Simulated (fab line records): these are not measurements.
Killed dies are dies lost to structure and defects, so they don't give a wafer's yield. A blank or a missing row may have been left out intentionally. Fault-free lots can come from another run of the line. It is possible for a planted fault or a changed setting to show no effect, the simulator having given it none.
Which tool was responsible?	flow nand-harc	72 wafers from 24 lots sampled at 6 of the route's 1302 steps

WHAT THE GAUGES READ, wafer by wafer
NHARC_A_SLIT_OVL_MEAS_10. Usual: overlay-x-nm -0.1 nm, standard deviation 0.91; overlay-y-nm 0.3 nm, standard deviation 0.81.
lot	measured	on	overlay-x-nm (nm)	overlay-y-nm (nm)	flag
L075	day 19 16:34	overlay-01	1.0 0.8 0.8	2.1 2.7 1.5	
L074	day 19 16:23	overlay-02	-1.1 -0.5 -0.4	0.4 0.3 0.8	
L077	day 21 00:14	overlay-01	0.0 0.3 -0.3	0.2 0.1 0.0	
L076	day 20 23:13	overlay-01	-1.0 -0.6 -1.1	0.9 1.3 0.6	
L078	day 21 14:38	overlay-01	0.0 -0.2 -0.1	0.1 0.5 -0.1	
L081	day 22 05:52	overlay-01	0.0 -0.3 -0.7	0.8 1.0 0.6	
L080	day 22 06:19	overlay-02	-1.0 -0.9 -1.3	0.9 1.0 1.1	
L079	day 22 08:08	overlay-02	0.5 0.1 0.5	2.0 1.3 1.9	
L082	day 22 23:11	overlay-01	0.7 0.0 -0.2	-0.9 -0.6 -1.2	
L083	day 24 00:04	overlay-02	0.6 0.9 0.5	-0.9 -0.9 -0.6	
L085	day 24 12:32	overlay-02	0.3 0.7 0.5	-0.1 0.2 0.6	
L084	day 24 09:03	overlay-02	1.4 1.3 1.3	-0.8 -0.9 -0.8	
L086	day 24 13:05	overlay-01	-0.1 0.2 -0.5	0.0 -0.1 0.4	
L087	day 25 19:04	overlay-02	0.3 0.5 0.5	1.2 1.1 1.5	
L088	day 25 19:22	overlay-02	-1.9 -1.7 -1.6	0.1 -0.2 -0.4	
L089	day 26 07:17	overlay-02	-0.2 0.1 -0.1	0.7 1.1 1.5	
L090	day 26 03:56	overlay-02	-2.4 -2.3 -2.4	-0.6 -0.5 -0.6	
L091	day 26 15:03	overlay-01	-1.5 -1.1 -1.5	0.3 0.3 0.1	
L093	day 28 01:35	overlay-02	0.5 0.4 0.9	0.7 0.6 0.8	
L092	day 28 00:08	overlay-02	-0.8 -0.2 -0.7	0.6 0.3 0.1	
L094	day 28 09:53	overlay-01	-0.3 0.0 -0.4	0.7 -0.1 -0.1	
L095	day 28 09:55	overlay-02	1.2 0.8 0.8	0.5 0.0 -0.3	
L097	day 29 10:14	overlay-01	0.4 0.3 0.2	-0.5 -0.8 -0.5	
L096	day 29 10:32	overlay-02	-0.3 0.1 -0.3	-0.4 -0.4 -0.2	

NHARC_A_CONTACT_INSPECT_44. Usual: raw-defect-count reads 86 (standard deviation 34).
lot	measured	on	raw-defect-count	flag
L075	day 21 19:28	defect-inspect-01	58 40 41	
L074	day 21 14:47	defect-inspect-02	97 103 98	
L077	day 22 13:38	defect-inspect-01	44 55 52	
L076	day 22 14:19	defect-inspect-01	69 73 80	
L078	day 23 05:50	defect-inspect-01	111 104 125	
L081	day 23 22:18	defect-inspect-02	77 61 64	
L080	day 23 21:55	defect-inspect-01	90 96 103	
L079	day 24 06:04	defect-inspect-01	25 34 26	
L082	day 24 18:49	defect-inspect-02	76 81 77	
L083	day 25 12:43	defect-inspect-01	118 143 119	
L085	day 26 04:29	defect-inspect-01	105 85 67	
L084	day 26 00:21	defect-inspect-02	122 121 117	
L086	day 26 03:25	defect-inspect-01	89 104 74	
L087	day 27 08:26	defect-inspect-02	51 46 55	
L088	day 27 08:16	defect-inspect-01	117 101 100	
L089	day 27 19:18	defect-inspect-01	19 27 14	
L090	day 27 20:09	defect-inspect-01	143 142 126	
L091	day 28 06:16	defect-inspect-01	144 136 138	
L093	day 29 19:24	defect-inspect-02	112 120 93	
L092	day 29 15:46	defect-inspect-01	109 112 98	
L094	day 30 05:12	defect-inspect-01	90 83 79	
L095	day 30 04:58	defect-inspect-01	86 75 77	
L097	day 31 00:07	defect-inspect-02	63 61 59	
L096	day 30 23:47	defect-inspect-02	61 62 68	

EACH LOT AND THE TOOL THAT RAN IT (in order: tool; ch and the chambers of the sampled wafers; start)
lot	NHARC_A_STAIRCASE_STRIP_475	NHARC_A_STAIRCASE_CMP_472	NHARC_A_SGD_CUT_ETCH_15	NHARC_A_SGD_CUT_CMP_21
L075	rie-diel-12 ch 0,2,3, day 19 02:58 or earlier	cmp-03 ch 0,3, day 19 02:58	rie-diel-01 ch 0,2, day 19 10:01 or earlier	cmp-03 ch 0,2,3, day 19 10:01
L074	rie-diel-03 ch 0,2,3, day 19 03:08 or earlier	cmp-02 ch 1,2,3, day 19 03:08	rie-diel-02 ch 0,2, day 19 10:02 or earlier	cmp-01 ch 0,1,3, day 19 10:02
L077	rie-diel-12 ch 1,3, day 20 10:13 or earlier	cmp-03 ch 0,3, day 20 10:13	rie-diel-08 ch 0,2,3, day 20 17:33 or earlier	cmp-03 ch 1,3, day 20 17:33
L076	rie-diel-05 ch 0,3, day 20 09:55	cmp-01 ch 0,1,3, day 20 10:21	rie-diel-01 ch 0,1,3, day 20 17:36 or earlier	cmp-01 ch 1,2,3, day 20 17:36
L078	rie-diel-03 ch 0,1,2, day 20 19:16 or earlier	cmp-02 ch 1,2, day 20 19:16	rie-diel-08 ch 0,1,3, day 21 03:52 or earlier	cmp-03 ch 0,2,3, day 21 03:52
L081	rie-diel-05 ch 0,3, day 21 15:18	cmp-02 ch 1,2,3, day 21 15:42	rie-diel-08 ch 0,1,3, day 21 22:45 or earlier	cmp-01 ch 2,3, day 21 22:45
L080	rie-diel-12 ch 0,3, day 21 15:59 or earlier	cmp-03 ch 0,2,3, day 21 15:59	rie-diel-01 ch 0,1,3, day 21 22:47 or earlier	cmp-03 ch 0,2,3, day 21 22:47
L079	rie-diel-05 ch 0,2,3, day 21 17:27 or earlier	cmp-03 ch 0,1,2, day 21 17:27	rie-diel-02 ch 0,2,3, day 21 22:47 or earlier	cmp-04 ch 0,1,3, day 21 22:47
L082	rie-diel-03 ch 0,2,3, day 22 10:13	cmp-03 ch 1,2,3, day 22 10:36	rie-diel-02 ch 0,2,3, day 22 17:39 or earlier	cmp-03 ch 1,2,3, day 22 17:39
L083	rie-diel-05 ch 0,3, day 23 11:06 or earlier	cmp-03 ch 0,1,3, day 23 11:06	rie-diel-01 ch 0,2,3, day 23 18:21 or earlier	cmp-03 ch 0,3, day 23 18:21
L085	rie-diel-05 ch 1,3, day 23 19:29	cmp-03 ch 0,1,3, day 23 19:52	rie-diel-02 ch 0,1,2, day 24 03:07 or earlier	cmp-01 ch 1,2, day 24 03:07
L084	rie-diel-05 ch 1,3, day 23 19:34	cmp-02 ch 2,3, day 23 19:56	rie-diel-01 ch 0,1,2, day 24 03:05 or earlier	cmp-04 ch 1,2, day 24 03:05
L086	rie-diel-03 ch 0,1,3, day 23 22:53 or earlier	cmp-03 ch 0,2,3, day 23 22:53	rie-diel-02 ch 0,1,2, day 24 03:14 or earlier	cmp-04 ch 0,2,3, day 24 03:14
L087	rie-diel-12 ch 0,1, day 25 05:33 or earlier	cmp-03 ch 0,1, day 25 05:33	rie-diel-02 ch 0,1,3, day 25 13:37 or earlier	cmp-03 ch 0,2,3, day 25 13:37
L088	rie-diel-05 ch 2,3, day 25 05:49 or earlier	cmp-01 ch 2,3, day 25 05:49	rie-diel-01 ch 2,3, day 25 13:34 or earlier	cmp-04 ch 0,3, day 25 13:34
L089	rie-diel-03 ch 0,3, day 25 13:23 or earlier	cmp-02 ch 1,2,3, day 25 13:23	rie-diel-02 ch 1,2, day 25 20:49 or earlier	cmp-04 ch 0,3, day 25 20:49
L090	rie-diel-12 ch 0,2,3, day 25 16:13 or earlier	cmp-02 ch 0,1,2, day 25 16:13	rie-diel-02 ch 0,1, day 25 20:48 or earlier	cmp-01 ch 1,2,3, day 25 20:48
L091	rie-diel-05 ch 0,1,3, day 26 00:14 or earlier	cmp-02 ch 1,2,3, day 26 00:14	rie-diel-01 ch 0,1,3, day 26 07:26 or earlier	cmp-03 ch 1,2, day 26 07:26
L093	rie-diel-03 ch 1,2, day 27 06:25 or earlier	cmp-03 ch 0,1,2, day 27 06:25	rie-diel-02 ch 0,1,2, day 27 16:16 or earlier	cmp-03 ch 1,2,3, day 27 16:16
L092	rie-diel-03 ch 0,3, day 27 06:32 or earlier	cmp-01 ch 0,1,3, day 27 06:32	rie-diel-01 ch 0,1,3, day 27 16:11 or earlier	cmp-04 ch 2,3, day 27 16:11
L094	rie-diel-05 ch 0,3, day 27 17:34 or earlier	cmp-03 ch 0,1,3, day 27 17:34	rie-diel-02 ch 0,2,3, day 28 00:38 or earlier	cmp-04 ch 1,2,3, day 28 00:38
L095	rie-diel-12 ch 1,2,3, day 27 18:42 or earlier	cmp-03 ch 0,2,3, day 27 18:42	rie-diel-01 ch 0,1,2, day 28 00:37 or earlier	cmp-01 ch 0,1,3, day 28 00:37
L097	rie-diel-12 ch 1,2,3, day 28 21:29 or earlier	cmp-01 ch 0,1,2, day 28 21:29	rie-diel-01 ch 1,2,3, day 29 04:43 or earlier	cmp-04 ch 0,1,2, day 29 04:43
L096	rie-diel-03 ch 0,2,3, day 28 21:32 or earlier	cmp-02 ch 0,1,2, day 28 21:32	rie-diel-02 ch 1,3, day 29 04:50 or earlier	cmp-04 ch 2,3, day 29 04:50
- NHARC_A_STAIRCASE_STRIP_475: strips in O2, time 20 s.
- NHARC_A_STAIRCASE_CMP_472: polishes SiO2.
- NHARC_A_SGD_CUT_ETCH_15: etches the open film in CH3F/O2, target depth 75 nm, time 64.3 s.
- NHARC_A_SGD_CUT_CMP_21: polishes, target thk 148.19 nm.

WHAT THE TOOLS THEMSELVES READ (means of the sampled wafers that have a number; where no wafer has one, the mark that the record gives instead)
NHARC_A_STAIRCASE_STRIP_475. Usual: drypump-motor-current-A 5.8 A, standard deviation 0.42; oes-product-au 0.999 a.u., standard deviation 0.0091; rf-vpp-V 57.7 V, standard deviation 0.91; showerhead-plenum-p-Torr 3.50 Torr, standard deviation 0.14; throttle-valve-pct 17.037 %, standard deviation 0.0087.
lot	tool	drypump-motor-current-A (A)	oes-product-au (a.u.)	rf-vpp-V (V)	showerhead-plenum-p-Torr (Torr)	throttle-valve-pct (%)	flag
L075	rie-diel-12	6.0	1.009	58.2	3.42	17.028	
L074	rie-diel-03	5.8	1.000	57.2	3.48	17.034	
L077	rie-diel-12	6.1	1.004	57.2	3.40	17.043	
L076	rie-diel-05	5.7	0.998	58.3	3.53	17.035	
L078	rie-diel-03	5.7	1.005	58.0	3.58	17.038	
L081	rie-diel-05	5.7	1.003	58.0	3.53	17.040	
L080	rie-diel-12	6.2	1.001	56.2	3.36	17.032	
L079	rie-diel-05	5.6	1.000	57.4	3.54	17.027	
L082	rie-diel-03	5.8	1.009	58.4	3.65	17.035	
L083	rie-diel-05	5.7	0.994	58.1	3.56	17.036	
L085	rie-diel-05	5.9	0.990	57.1	3.50	17.032	
L084	rie-diel-05	5.9	0.984	58.2	3.50	17.047	
L086	rie-diel-03	6.1	1.000	57.8	3.66	17.027	
L087	rie-diel-12	6.2	0.994	56.6	3.43	17.044	
L088	rie-diel-05	5.5	0.997	57.3	3.53	17.035	
L089	rie-diel-03	6.3	1.006	58.3	3.67	17.036	
L090	rie-diel-12	6.0	0.993	57.7	3.40	17.041	
L091	rie-diel-05	5.9	0.997	57.7	3.45	17.041	
L093	rie-diel-03	5.4	1.004	57.8	3.53	17.043	
L092	rie-diel-03	6.3	1.004	57.6	3.67	17.033	
L094	rie-diel-05	5.7	1.005	58.2	3.55	17.036	
L095	rie-diel-12	6.0	0.995	57.6	3.44	17.047	
L097	rie-diel-12	6.0	1.001	57.6	3.44	17.024	
L096	rie-diel-03	5.8	1.001	57.9	3.62	17.035	

NHARC_A_STAIRCASE_CMP_472. Usual: motor-current-A reads 12.2 A (standard deviation 1.4).
lot	tool	motor-current-A (A)	flag
L075	cmp-03	12.1	
L074	cmp-02	12.1	
L077	cmp-03	12.1	
L076	cmp-01	12.3	
L078	cmp-02	12.5	
L081	cmp-02	12.1	
L080	cmp-03	11.7	
L079	cmp-03	12.4	
L082	cmp-03	12.8	
L083	cmp-03	13.1	
L085	cmp-03	12.8	
L084	cmp-02	11.8	
L086	cmp-03	11.6	
L087	cmp-03	13.4	
L088	cmp-01	13.1	
L089	cmp-02	12.1	
L090	cmp-02	11.8	
L091	cmp-02	11.9	
L093	cmp-03	12.1	
L092	cmp-01	12.2	
L094	cmp-03	13.1	
L095	cmp-03	11.6	
L097	cmp-01	13.1	
L096	cmp-02	11.4	

NHARC_A_SGD_CUT_ETCH_15. Usual: drypump-motor-current-A 5.7 A, standard deviation 0.35; oes-product-au 0.959 a.u., standard deviation 0.018; rf-fwd-power-W 495.0 W, standard deviation 1.8; rf-vpp-V 263.3 V, standard deviation 1.5; showerhead-plenum-p-Torr 2.42 Torr, standard deviation 0.082; throttle-valve-pct 20.664 %, standard deviation 0.0087.
lot	tool	drypump-motor-current-A (A)	oes-product-au (a.u.)	rf-fwd-power-W (W)	rf-vpp-V (V)	showerhead-plenum-p-Torr (Torr)	throttle-valve-pct (%)	flag
L075	rie-diel-01	5.6	0.980	493.2	264.1	2.46	20.665	
L074	rie-diel-02	5.8	0.971	494.7	263.2	2.43	20.660	
L077	rie-diel-08	5.4	0.979	496.0	264.4	2.47	20.670	
L076	rie-diel-01	5.6	0.943	494.3	262.6	2.38	20.674	
L078	rie-diel-08	5.7	0.932	496.9	262.4	2.40	20.659	
L081	rie-diel-08	5.7	0.964	495.5	262.5	2.39	20.661	
L080	rie-diel-01	5.6	0.963	494.7	262.1	2.38	20.659	
L079	rie-diel-02	5.8	0.971	495.0	263.0	2.39	20.662	
L082	rie-diel-02	5.8	0.964	495.3	262.5	2.39	20.665	
L083	rie-diel-01	5.7	0.927	495.5	264.1	2.44	20.661	
L085	rie-diel-02	5.7	0.929	494.0	262.9	2.45	20.669	
L084	rie-diel-01	5.5	0.970	494.0	263.1	2.39	20.666	
L086	rie-diel-02	5.7	0.950	494.0	264.0	2.45	20.672	
L087	rie-diel-02	6.0	0.962	494.8	262.4	2.41	20.666	
L088	rie-diel-01	5.6	0.968	496.6	264.7	2.50	20.662	
L089	rie-diel-02	5.6	0.976	494.2	264.1	2.47	20.664	
L090	rie-diel-02	5.9	0.976	493.9	264.7	2.46	20.671	
L091	rie-diel-01	5.6	0.968	494.9	263.1	2.38	20.662	
L093	rie-diel-02	5.7	0.936	496.0	264.3	2.45	20.664	
L092	rie-diel-01	5.6	0.974	494.9	262.8	2.38	20.663	
L094	rie-diel-02	5.8	0.974	495.9	262.5	2.39	20.659	
L095	rie-diel-01	5.5	0.950	492.8	261.9	2.39	20.658	
L097	rie-diel-01	5.5	0.963	494.9	263.7	2.43	20.664	
L096	rie-diel-02	6.0	0.968	495.3	261.9	2.37	20.660	

NHARC_A_SGD_CUT_CMP_21. Usual: motor-current-A 12.5 A, standard deviation 1.2; time-to-endpoint-s 49 s, standard deviation 3.3.
lot	tool	motor-current-A (A)	time-to-endpoint-s (s)	flag
L075	cmp-03	11.7	51	
L074	cmp-01	12.5	48	
L077	cmp-03	14.8	50	
L076	cmp-01	12.1	48	
L078	cmp-03	11.6	51	
L081	cmp-01	12.8	51	
L080	cmp-03	11.9	49	
L079	cmp-04	12.6	53	
L082	cmp-03	12.7	53	
L083	cmp-03	12.5	51	
L085	cmp-01	12.9	47	
L084	cmp-04	12.3	43	
L086	cmp-04	12.1	48	
L087	cmp-03	11.6	51	
L088	cmp-04	12.4	49	
L089	cmp-04	12.3	46	
L090	cmp-01	12.6	47	
L091	cmp-03	12.0	46	
L093	cmp-03	12.6	47	
L092	cmp-04	12.0	46	
L094	cmp-04	12.1	45	
L095	cmp-01	12.4	51	
L097	cmp-04	12.1	48	
L096	cmp-04	12.7	49	

THE ANSWER, worked out from the rows above alone
Rule: a lot is off if the mean of its wafers that have a number lies more than 3 standard deviations from the usual mean. A lot without any number at a reading at which 4 lots or more have one is off too. Where the step has rows for the other lots, those lots are counted as sound. After the gauges, taken in route order, come the tools' own readings; for these a lot's mean is taken, as printed above. The first step at which some lot is off is used, and at that step the reading that is off furthest; a lot without a number counts as furthest.
None of the lots is off at any reading shown; this tells nothing.

WHAT THE SIMULATOR HAD PUT IN
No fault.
